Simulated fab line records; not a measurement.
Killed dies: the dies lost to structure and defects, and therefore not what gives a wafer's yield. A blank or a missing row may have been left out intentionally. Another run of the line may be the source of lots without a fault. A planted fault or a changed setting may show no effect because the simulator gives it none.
fab line records	flow n5_finfet
record: lots: 6	wafers: 18	last_day: 17
route steps=1938 shown DUMMY_GATE@255 SPACER0@258 SD_EPI_N@262 BEOL_M4@1111 PASSIVATION@1936
lots that met no fault: from a run of the same line without faults
start_h: start of the lot's first displayed wafer, in hours after the record's first day	wait_h: hours since the lot's step before	" identical to the entry in the row above	L1.1+2: a row that stands for several wafers	- either no value or no given start	* or withheld: withheld	< > ~ a bound
route shown NAME@n: a module of which the file shows steps, and the number in the route of the first	usual: the fault-free wafers' mean and standard deviation	same: alike in all rows	chamber/n: place in a boat	sites: per-site readings	_std_site: standard deviation across them	_edge_site: outer sites' mean less inner sites'	radius_mm: for every site, how far away it sits from the centre of the wafer	mask NAME#n: copy n	behind: the most recent tool/chamber to have shaped the wafer	hold: why the lot went on hold/how many hours it stayed there/how the hold came to an end	device: whichever transistor did not switch (one of n, p or np)	end of line: the tests these same wafers got at the end of their route	a step given without rows: its recipe and nothing more	killed: dies that structure and defects cost at the first sort, which is not the same as the wafer's yield	map: the dies of a wafer, with x for killed, . for not killed, _ for no die there
set.NAME: the run value of the setting; set.NAME@STEP: its run value at that earlier step	model.NAME: the simulator's own value behind a step, which no gauge read
lots seen at some steps along the route; tables by step, rows by wafer
services: when a tool's chamber went out of use (start_h, in hours from the record's first day, below 0 if earlier), for how many hours, and the reason
== steps ==
step: N5_DUMMY_GATE_SRD_26
recipe: dry: ipa_marangoni	time_s: 30	temp_c: 23	rinse_liquid: diw
step: N5_DUMMY_GATE_UV_OZONE_45
recipe: time_s: 120	pressure_torr: 760	temp_c: 25
step: N5_DUMMY_GATE_INSPECT_27
recipe: inspect_instrument: brightfield	mode: aei
usual: raw_defect_count: 293/64
lot.wafer	tool	chamber	start_h	wait_h	raw_defect_count
L762.1	defect_inspect-02	-	62.08	0.0	298
L762.4	"	-	"	"	382
L762.6	"	-	"	"	340
L764.3	defect_inspect-02	-	71.09	0.0	305
L764.4	"	-	"	"	258
L764.5	"	-	"	"	348
L774.2	defect_inspect-02	-	131.18	0.0	226
L774.5	"	-	"	"	203
L774.6	"	-	"	"	292
L776.1	defect_inspect-01	-	142.53	0.0	339
L776.2	"	-	"	"	349
L776.5	"	-	"	"	429
L777.1	defect_inspect-01	-	151.08	0.0	276
L777.3	"	-	"	"	255
L777.6	"	-	"	"	194
L780.1	defect_inspect-02	-	168.09	0.0	339
L780.4	"	-	"	"	279
L780.5	"	-	"	"	259
step: N5_SPACER0_ALD_07
recipe: material: SiNx	target_thk_a: 20	temp_c: 400	ald_precursor_family: SiH2I2	ald_co_reactant: N2/H2-plasma	pressure_torr: 2
usual: heater_power_w: 859/62
lot.wafer	tool	chamber	start_h	wait_h	heater_power_w
L762.1	ald_sin-01	1	62.12	0.0	894
L762.4	"	0	"	"	928
L762.6	"	3	"	"	931
L764.3	ald_sin-04	0	71.28	0.2	797
L764.4	"	1	"	"	840
L764.5	"	3	"	"	895
L774.2	ald_sin-01	1	131.22	0.0	901
L774.5	"	1	"	"	862
L774.6	"	0	"	"	914
L776.1	ald_sin-01	1	142.66	0.1	856
L776.2	"	3	"	"	924
L776.5	"	1	"	"	864
L777.1	ald_sin-04	0	151.12	0.0	809
L777.3	"	2	"	"	787
L777.6	"	2	"	"	777
L780.1	ald_sin-04	1	168.39	0.3	842
L780.4	"	0	"	"	820
L780.5	"	0	"	"	810
step: N5_SPACER0_ALD_00
recipe: material: SiOCN	target_thk_a: 35	temp_c: 400	ald_precursor_family: alkyl-aminosilane	ald_co_reactant: O2/N2-plasma	pulse_time_s: 3	purge_time_s: 2	co_reactant_purge_time_s: 2	ald_cycles: 58	pressure_torr: 2
usual: heater_power_w: 860/62	precursor_pulse_height_rel: 1.001/0.018
lot.wafer	tool	chamber	start_h	wait_h	heater_power_w	precursor_pulse_height_rel
L762.1	ald_sin-01	1	62.27	0.1	868	1.026
L762.4	"	0	"	"	879	0.999
L762.6	"	3	"	"	974	0.983
L764.3	ald_sin-04	0	71.43	0.1	805	1.032
L764.4	"	1	"	"	835	1.010
L764.5	"	3	"	"	917	1.025
L774.2	ald_sin-01	1	131.37	0.1	869	1.013
L774.5	"	1	"	"	893	1.018
L774.6	"	0	"	"	899	1.022
L776.1	ald_sin-01	1	142.81	0.1	876	0.983
L776.2	"	3	"	"	924	1.010
L776.5	"	1	"	"	873	1.003
L777.1	ald_sin-04	0	151.27	0.1	823	0.987
L777.3	"	2	"	"	792	1.012
L777.6	"	2	"	"	773	1.023
L780.1	ald_sin-04	1	168.55	0.1	828	0.975
L780.4	"	0	"	"	804	0.989
L780.5	"	0	"	"	803	1.003
step: N5_SPACER0_ALD_08
recipe: material: SiNx	target_thk_a: 20	temp_c: 400	ald_precursor_family: SiH2I2	ald_co_reactant: N2/H2-plasma	pressure_torr: 2
usual: heater_power_w: 859/60
lot.wafer	tool	chamber	start_h	wait_h	heater_power_w
L762.1	ald_sin-01	1	62.53	0.1	890
L762.4	"	0	"	"	911
L762.6	"	3	"	"	943
L764.3	ald_sin-04	0	71.69	0.1	816
L764.4	"	1	"	"	821
L764.5	"	3	"	"	917
L774.2	ald_sin-01	1	131.63	0.1	875
L774.5	"	1	"	"	874
L774.6	"	0	"	"	915
L776.1	ald_sin-01	1	143.07	0.1	886
L776.2	"	3	"	"	949
L776.5	"	1	"	"	873
L777.1	ald_sin-04	0	151.53	0.1	806
L777.3	"	2	"	"	773
L777.6	"	2	"	"	775
L780.1	ald_sin-04	1	168.80	0.1	840
L780.4	"	0	"	"	814
L780.5	"	0	"	"	802
step: N5_SPACER0_INSPECT_04
recipe: inspect_instrument: darkfield	mode: post_dep
usual: raw_defect_count: 134/27
lot.wafer	tool	chamber	start_h	wait_h	raw_defect_count
L762.1	defect_inspect-02	-	62.69	0.1	125
L762.4	"	-	"	"	169
L762.6	"	-	"	"	170
L764.3	defect_inspect-02	-	71.85	0.1	114
L764.4	"	-	"	"	134
L764.5	"	-	"	"	142
L774.2	defect_inspect-02	-	131.79	0.1	111
L774.5	"	-	"	"	128
L774.6	"	-	"	"	134
L776.1	defect_inspect-02	-	143.23	0.1	187
L776.2	"	-	"	"	133
L776.5	"	-	"	"	190
L777.1	defect_inspect-02	-	151.69	0.1	125
L777.3	"	-	"	"	124
L777.6	"	-	"	"	92
L780.1	defect_inspect-01	-	168.96	0.1	176
L780.4	"	-	"	"	120
L780.5	"	-	"	"	110
step: N5_SD_EPI_N_COAT_32
recipe: resist: SOC	temp_c: 250	time_s: 60	spin_rpm: 1500	resist_thk_nm: 350
step: N5_SD_EPI_N_COAT_33
recipe: resist: SiARC	temp_c: 220	time_s: 60	spin_rpm: 1500	resist_thk_nm: 35
step: N5_SD_EPI_N_COAT_03
recipe: resist: CAR-ArF-block	spin_rpm: 1500	resist_thk_nm: 150
step: N5_SD_EPI_N_EBR_05
recipe: solvent: PGMEA	ebr_width_mm: 1.5
step: N5_SD_EPI_N_SOFTBAKE_04
recipe: temp_c: 110	time_s: 60	resist: CAR-ArF-block
step: N5_SD_EPI_N_EXPOSE_06
recipe: mask_id: SD_N_BLK	na: 1.35	source_shape: conventional	sigma_outer: 0.8	polarization: unpolarized	target_cd_nm: 120	dose_mj: 39.75
usual: focus_offset_nm: 0.0/0.54
same: sigma_outer: 0.8
lot.wafer	tool	chamber	start_h	wait_h	mask	focus_offset_nm	model.SD_EPI_N.overlay_x_nm
L762.1	arfi_scanner-01	0	62.96	-	SD_N_BLK#0	0.3	0.2
L762.4	"	0	"	"	SD_N_BLK#0	0.2	0.2
L762.6	"	0	"	"	SD_N_BLK#0	0.5	0.2
L764.3	arfi_scanner-02	0	72.13	-	SD_N_BLK#0	-0.6	0.2
L764.4	"	0	"	"	SD_N_BLK#0	0.1	0.2
L764.5	"	0	"	"	SD_N_BLK#0	-0.1	0.2
L774.2	arfi_scanner-01	0	131.94	-	SD_N_BLK#0	1.1	32.4
L774.5	"	0	"	"	SD_N_BLK#0	0.2	32.4
L774.6	"	0	"	"	SD_N_BLK#0	1.1	32.4
L776.1	arfi_scanner-01	0	143.50	-	SD_N_BLK#0	0.4	32
L776.2	"	0	"	"	SD_N_BLK#0	0.5	32
L776.5	"	0	"	"	SD_N_BLK#0	0.2	32
L777.1	arfi_scanner-02	0	153.26	-	SD_N_BLK#0	0.4	-0.4
L777.3	"	0	"	"	SD_N_BLK#0	-0.5	-0.4
L777.6	"	0	"	"	SD_N_BLK#0	0.4	-0.4
L780.1	arfi_scanner-02	0	169.26	-	SD_N_BLK#0	0.8	-0.2
L780.4	"	0	"	"	SD_N_BLK#0	0.4	-0.2
L780.5	"	0	"	"	SD_N_BLK#0	-0.5	-0.2
step: N5_SD_EPI_N_PEB_07
recipe: peb_temp_c: 110	peb_time_s: 60	resist: CAR-ArF-block
step: N5_SD_EPI_N_DEVELOP_08
recipe: develop_time_s: 30	developer: TMAH	resist: CAR-ArF-block	dev_temp_c: 23	rinse_liquid: diw	dry: air_spin
step: N5_SD_EPI_N_CD_MEAS_09
recipe: target_cd_nm: 120	landing_energy_ev: 500	detector: se_inlens
usual: cd_nm: 120.2/1
lot.wafer	tool	chamber	start_h	wait_h	cd_nm
L762.1	cd_sem-03	0	63.08	-	119.5
L762.4	"	0	"	"	120.1
L762.6	"	0	"	"	120.9
L764.3	cd_sem-01	0	72.25	-	118.3
L764.4	"	0	"	"	118.4
L764.5	"	0	"	"	120.3
L774.2	cd_sem-01	0	132.06	-	119.0
L774.5	"	0	"	"	120.2
L774.6	"	0	"	"	120.8
L776.1	cd_sem-02	0	143.63	-	120.8
L776.2	"	0	"	"	119.9
L776.5	"	0	"	"	119.1
L777.1	cd_sem-03	0	153.38	-	120.6
L777.3	"	0	"	"	120.9
L777.6	"	0	"	"	121.2
L780.1	cd_sem-03	0	169.39	-	119.2
L780.4	"	0	"	"	118.0
L780.5	"	0	"	"	119.6
step: N5_SD_EPI_N_OVL_MEAS_10
recipe: points_per_wafer: 44
usual: SD_N_BLK_OVL: 0.0/0.83
lot.wafer	tool	chamber	start_h	wait_h	SD_N_BLK_OVL[nm]
L762.1	overlay-02	0	63.11	0.0	0.9
L762.4	"	0	"	"	-0.4
L762.6	"	0	"	"	-0.9
L764.3	overlay-02	0	72.27	0.0	0.9
L764.4	"	0	"	"	-0.5
L764.5	"	0	"	"	0.1
L774.2	overlay-02	0	132.09	0.0	32.6
L774.5	"	0	"	"	31.5
L774.6	"	0	"	"	31.8
L776.1	overlay-02	0	143.66	0.0	33.1
L776.2	"	0	"	"	31.9
L776.5	"	0	"	"	32.1
L777.1	overlay-01	0	153.41	0.0	-0.2
L777.3	"	0	"	"	0.2
L777.6	"	0	"	"	-1.2
L780.1	overlay-02	0	169.42	0.0	-1.0
L780.4	"	0	"	"	-0.6
L780.5	"	0	"	"	-0.5
step: N5_SD_EPI_N_INSPECT_11
recipe: mode: adi	inspect_instrument: macro
usual: raw_defect_count: 2.2/1.4
lot.wafer	tool	chamber	start_h	wait_h	raw_defect_count
L762.1	defect_inspect-02	-	63.14	0.0	3
L762.4	"	-	"	"	3
L762.6	"	-	"	"	1
L764.3	defect_inspect-02	-	72.30	0.0	2
L764.4	"	-	"	"	3
L764.5	"	-	"	"	2
L774.2	defect_inspect-01	-	132.12	0.0	3
L774.5	"	-	"	"	2
L774.6	"	-	"	"	1
L776.1	defect_inspect-02	-	143.68	0.0	3
L776.2	"	-	"	"	3
L776.5	"	-	"	"	3
L777.1	defect_inspect-02	-	153.44	0.0	5
L777.3	"	-	"	"	3
L777.6	"	-	"	"	0
L780.1	defect_inspect-02	-	169.44	0.0	1
L780.4	"	-	"	"	2
L780.5	"	-	"	"	0
step: N5_BEOL_M4_RC_MEAS_101
usual: DIBL_N: 37.1/2.4	DIBL_P: 37/3	IOFF_N: 0.18/0.053	IOFF_P: 0.21/0.05	ION_N: 674/14	ION_P: 459/9.2	SS_N: 72.1/0.9	SS_P: 73.4/0.89	VT_N: 250/3.8	VT_P: -251/3.7
lot.wafer	tool	chamber	start_h	wait_h	DIBL_N[mV/V]	DIBL_P[mV/V]	IOFF_N[nA/um]	IOFF_P[nA/um]	ION_N[uA/um]	ION_P[uA/um]	SS_N[mV/dec]	SS_P[mV/dec]	VT_N[mV]	VT_P[mV]
L762.1	prober-02	0	200.22	0.0	36.9	37	0.16	0.23	679	464	71.0	73.8	253	-248
L762.4	"	0	"	"	33.9	33	0.12	0.19	659	458	70.7	72.5	255	-251
L762.6	"	0	"	"	36.2	36	0.15	0.21	664	457	72.4	73.2	252	-252
L764.3	prober-01	0	200.94	0.5	36.2	35	0.14	0.17	668	446	71.3	72.7	254	-254
L764.4	"	0	"	"	40.4	41	0.23	0.26	672	457	72.6	74.7	250	-250
L764.5	"	0	"	"	35.9	35	0.14	0.18	669	461	71.8	72.9	252	-254
L774.2	prober-02	0	265.53	0.2	38.1	40	0.20	0.25	684	468	71.8	74.4	246	-250
L774.5	"	0	"	"	36.1	37	0.15	0.20	695	473	71.1	73.2	248	-252
L774.6	"	0	"	"	36.2	37	0.16	0.20	673	457	72.0	73.1	248	-251
L776.1	prober-02	0	273.79	0.0	39.2	38	0.18	0.23	677	459	72.7	73.7	252	-248
L776.2	"	0	"	"	40.9	40	0.24	0.26	708	474	72.5	74.2	245	-248
L776.5	"	0	"	"	36.8	36	0.15	0.19	681	465	72.0	72.7	251	-253
L777.1	prober-02	0	282.45	0.0	36.1	37	0.17	0.24	683	474	71.3	73.0	246	-247
L777.3	"	0	"	"	35.6	33	0.14	0.18	670	452	71.2	72.0	253	-251
L777.6	"	0	"	"	36.8	37	0.18	0.24	683	471	72.2	73.0	248	-247
L780.1	prober-02	0	288.09	0.0	35.7	35	0.16	0.18	667	453	72.1	73.4	251	-255
L780.4	"	0	"	"	39.9	40	0.25	0.26	691	464	72.7	74.3	244	-248
L780.5	"	0	"	"	35.7	35	0.15	0.18	661	449	71.8	73.0	254	-254
step: N5_PASSIVATION_PROBE_49
usual: defect_limited_yield: 91.6/1.4	killed_at_M0_to_M3: 32/9.5	killed_at_M4_up: 13/6	killed_at_contacts: 12/5.6	killed_at_front_end: 39/11	killed_at_other: 2.8/2.3	killed_dies: 99/16	killed_open: 65/12	killed_short: 32/7.6	sort_bin_4_leakage: 0.1/0.88	sort_bin_5_function: 4.8/0.88	sort_bin_6_memory: 3.2/0.65	sort_n_pass: 1077/29	sort_yield_pct: 91.2/2.5
same: gross_dies: 1180	killed_at_back_side: 0	sort_bin_8_speed[%]: 0
lot.wafer	tool	chamber	start_h	wait_h	defect_limited_yield[%]	killed_at_M0_to_M3	killed_at_M4_up	killed_at_contacts	killed_at_front_end	killed_at_other	killed_dies	killed_open	killed_short	sort_bin_4_leakage[%]	sort_bin_5_function[%]	sort_bin_6_memory[%]	sort_n_pass	sort_yield_pct[%]
L764.3	prober-02	-	311.81	0.1	93.3	33	11	8	26	1	79	50	29	0	3.9	2.6	1101	93.3
L764.4	prober-02	-	311.86	0.2	92.4	37	7	12	33	1	90	69	21	0	4.1	3.3	1090	92.4
L764.5	prober-02	-	311.91	0.2	92.3	27	9	14	39	2	91	57	32	0	4.4	3.0	1089	92.3
L774.2	prober-01	-	375.47	0.6	92.6	23	13	10	35	6	87	54	29	0	4.2	2.6	1093	92.6
L774.5	prober-01	-	375.62	0.8	89.4	40	8	30	45	2	125	79	41	0	7.1	3.4	1055	89.4
L774.6	prober-01	-	375.67	0.8	92.3	13	9	21	43	5	91	61	27	0	4.9	2.6	1089	92.3
L776.1	prober-01	-	375.72	0.7	92.6	19	14	10	41	3	87	57	30	0	3.5	3.8	1093	92.6
L776.2	prober-01	-	375.77	0.8	91.1	31	26	17	27	4	105	71	34	0.1	5.8	3.0	1074	91.0
L776.5	prober-01	-	375.92	0.9	91.8	21	17	16	42	1	97	68	19	0	4.3	2.9	1083	91.8
L780.1	prober-01	-	394.93	0.0	91.9	19	11	9	56	1	96	64	28	0	5.1	2.6	1084	91.9
L780.4	prober-01	-	395.08	0.2	91.0	26	14	9	55	2	106	67	39	0	4.8	3.7	1074	91.0
L780.5	prober-01	-	395.13	0.2	90.7	46	10	5	44	5	110	73	37	0	5.0	4.0	1070	90.7
L777.1	prober-02	-	397.30	0.6	92.8	35	2	12	35	1	85	52	30	0	4.3	2.7	1095	92.8
L777.3	prober-02	-	397.40	0.7	91.0	44	12	13	37	0	106	69	30	0	4.5	3.7	1074	91.0
L777.6	prober-02	-	397.55	0.9	91.8	30	11	8	47	1	97	52	35	0	4.7	2.3	1083	91.8
killed by level:class
L764.3 BEOL_M3:geometric_particle:open=9 BEOL_M0:geometric_particle:open=8 FIN_SAQP:geometric_particle:short=6 STI_FIN_REVEAL:geometric_particle:open=5 MOL_CONTACT_COAG:geometric_particle:open=5 BEOL_M1:geometric_particle:open=4 BEOL_M2:geometric_particle:short=4 FIN_SAQP:geometric_particle:open=3
L764.4 FIN_SAQP:geometric_particle:open=17 MOL_CONTACT_COAG:geometric_particle:open=9 BEOL_M0_SAQP:geometric_particle:open=9 BEOL_M2:geometric_particle:open=8 BEOL_M0_SAQP:geometric_particle:short=4 BEOL_M0:geometric_particle:open=4 BEOL_M1:geometric_particle:open=4 BEOL_M2:geometric_particle:short=4
L764.5 MOL_CONTACT_COAG:geometric_particle:open=10 FIN_SAQP:geometric_particle:open=7 FIN_SAQP:geometric_particle:short=7 BEOL_M0:geometric_particle:open=7 STI_FIN_REVEAL:geometric_particle:open=6 DUMMY_GATE:geometric_particle:open=4 GATE_CUT:geometric_particle:short=4 MOL_CONTACT_COAG:geometric_particle:short=4
L774.2 MOL_CONTACT_COAG:geometric_particle:open=9 BEOL_M4:geometric_particle:open=6 GATE_CUT:geometric_particle:open=5 BEOL_M0_SAQP:geometric_particle:short=5 BEOL_M2:geometric_particle:open=5 BEOL_M3:geometric_particle:open=5 STARTING-WAFER:geometric_particle:open=5 STI_FIN_REVEAL:geometric_particle:open=4
L774.5 MOL_CONTACT_COAG:geometric_particle:open=20 BEOL_M0_SAQP:geometric_particle:open=10 MOL_CONTACT_COAG:geometric_particle:short=10 FIN_SAQP:geometric_particle:open=9 BEOL_M2:geometric_particle:open=9 FIN_SAQP:geometric_particle:short=7 STI_FIN_REVEAL:geometric_particle:open=7 BEOL_M0_SAQP:geometric_particle:short=7
L774.6 MOL_CONTACT_COAG:geometric_particle:open=19 FIN_SAQP:geometric_particle:open=10 FIN_SAQP:geometric_particle:short=7 BEOL_M4:geometric_particle:open=6 STI_FIN_REVEAL:geometric_particle:open=4 STARTING-WAFER:geometric_particle:open=4 BEOL_M0_SAQP:geometric_particle:short=3 GATE_CUT:geometric_particle:short=3
L776.1 STI_FIN_REVEAL:geometric_particle:open=10 BEOL_M4:geometric_particle:open=9 FIN_SAQP:geometric_particle:open=8 MOL_CONTACT_COAG:geometric_particle:open=6 BEOL_M0_SAQP:geometric_particle:open=6 FIN_SAQP:geometric_particle:short=5 DUMMY_GATE:geometric_particle:open=5 DUMMY_GATE:geometric_particle:short=4
L776.2 BEOL_M4:geometric_particle:open=15 MOL_CONTACT_COAG:geometric_particle:open=14 BEOL_M0_SAQP:geometric_particle:open=11 BEOL_M0_SAQP:geometric_particle:short=10 FIN_SAQP:geometric_particle:open=8 FIN_SAQP:geometric_particle:short=8 DUMMY_GATE:geometric_particle:open=4 BEOL_M1:geometric_particle:open=4
L776.5 MOL_CONTACT_COAG:geometric_particle:open=15 STI_FIN_REVEAL:geometric_particle:open=11 HKMG_FIN:area_etch=10 BEOL_M4:geometric_particle:open=8 BEOL_M0_SAQP:geometric_particle:open=5 DUMMY_GATE:geometric_particle:short=4 GATE_CUT:geometric_particle:open=4 BEOL_M2:geometric_particle:open=4
L780.1 FIN_SAQP:geometric_particle:open=15 STI_FIN_REVEAL:geometric_particle:open=7 BEOL_M1:geometric_particle:open=7 MOL_CONTACT_COAG:geometric_particle:open=7 FIN_SAQP:geometric_particle:short=6 STARTING-WAFER:geometric_particle:short=6 BEOL_M3:geometric_particle:open=5 GATE_CUT:geometric_particle:short=4
L780.4 STI_FIN_REVEAL:geometric_particle:open=14 FIN_SAQP:geometric_particle:open=8 DUMMY_GATE:geometric_particle:open=8 FIN_SAQP:geometric_particle:short=7 MOL_CONTACT_COAG:geometric_particle:open=7 BEOL_M1:geometric_particle:short=6 GATE_CUT:geometric_particle:short=6 BEOL_M1:geometric_particle:open=5
L780.5 BEOL_M1:geometric_particle:open=14 FIN_SAQP:geometric_particle:open=12 BEOL_M3:geometric_particle:open=9 DUMMY_GATE:geometric_particle:open=8 BEOL_M2:geometric_particle:open=6 STI_FIN_REVEAL:geometric_particle:open=5 GATE_CUT:geometric_particle:short=5 BEOL_M0_SAQP:geometric_particle:short=5
L777.1 BEOL_M2:geometric_particle:open=10 MOL_CONTACT_COAG:geometric_particle:open=8 FIN_SAQP:geometric_particle:short=7 BEOL_M0_SAQP:geometric_particle:open=7 BEOL_M1:geometric_particle:open=7 GATE_CUT:geometric_particle:short=6 DUMMY_GATE:geometric_particle:open=5 MOL_CONTACT_COAG:geometric_particle:short=4
L777.3 BEOL_M0_SAQP:geometric_particle:open=13 MOL_CONTACT_COAG:geometric_particle:open=11 BEOL_M2:geometric_particle:open=9 FIN_SAQP:geometric_particle:short=7 BEOL_M0_SAQP:geometric_particle:short=7 BEOL_M1:geometric_particle:open=7 FIN_SAQP:geometric_particle:open=5 STI_FIN_REVEAL:geometric_particle:open=5
L777.6 FIN_SAQP:geometric_particle:open=12 BEOL_M2:geometric_particle:open=10 FIN_SAQP:geometric_particle:short=8 BEOL_M0_SAQP:geometric_particle:short=7 HKMG_FIN:area_etch=7 STI_FIN_REVEAL:geometric_particle:open=6 MOL_CONTACT_COAG:geometric_particle:open=5 BEOL_M0_SAQP:geometric_particle:open=4
== services ==
tool	chamber	start_h	hours	kind
arfi_scanner-02	-	38.72	1.3	pm
arfi_scanner-02	-	41.46	0.6	repair
arfi_scanner-01	0	51.79	-	calibration
ald_sin-01	-	67.11	6.0	pm
arfi_scanner-01	-	84.36	1.0	pm
arfi_scanner-02	-	94.33	11.1	repair
ald_sin-04	0	100.88	8.9	repair
arfi_scanner-02	-	121.92	0.8	pm
arfi_scanner-01	-	134.69	1.3	pm
arfi_scanner-01	-	141.37	1.9	repair
arfi_scanner-02	-	151.96	1.3	pm
== key ==
first_sign: step: N5_SD_EPI_N_OVL_MEAS_10	reading: SD_N_BLK_OVL	direction: up	sigmas: 39	usual: 0.0	struck: 32.1
effect none on later readings
model_effect: step: N5_SD_EPI_N_EXPOSE_06	value: SD_EPI_N.overlay_x_nm	without: 0.4	struck: 32.2
met_at N5_SD_EPI_N_EXPOSE_06
struck_wafers L774.2,L774.5,L774.6,L776.1,L776.2,L776.5
baseline_loss: step: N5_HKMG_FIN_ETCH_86	wafers: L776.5
onset_between 62.96 131.94
also_fits N5_SPACER0_ALD_07:ald_sin-01,N5_SPACER0_ALD_00:ald_sin-01,N5_SPACER0_ALD_08:ald_sin-01
fault: kind: scanner_matching_overlay	tool: arfi_scanner-01	chamber: -	onset_h: 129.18	steps: N5_SD_EPI_N_EXPOSE_06	offset: 31.79
baseline_loss: these wafers lose ten dies or more at that step, a loss of the line's own and not of a fault; the sort's usual values leave them out
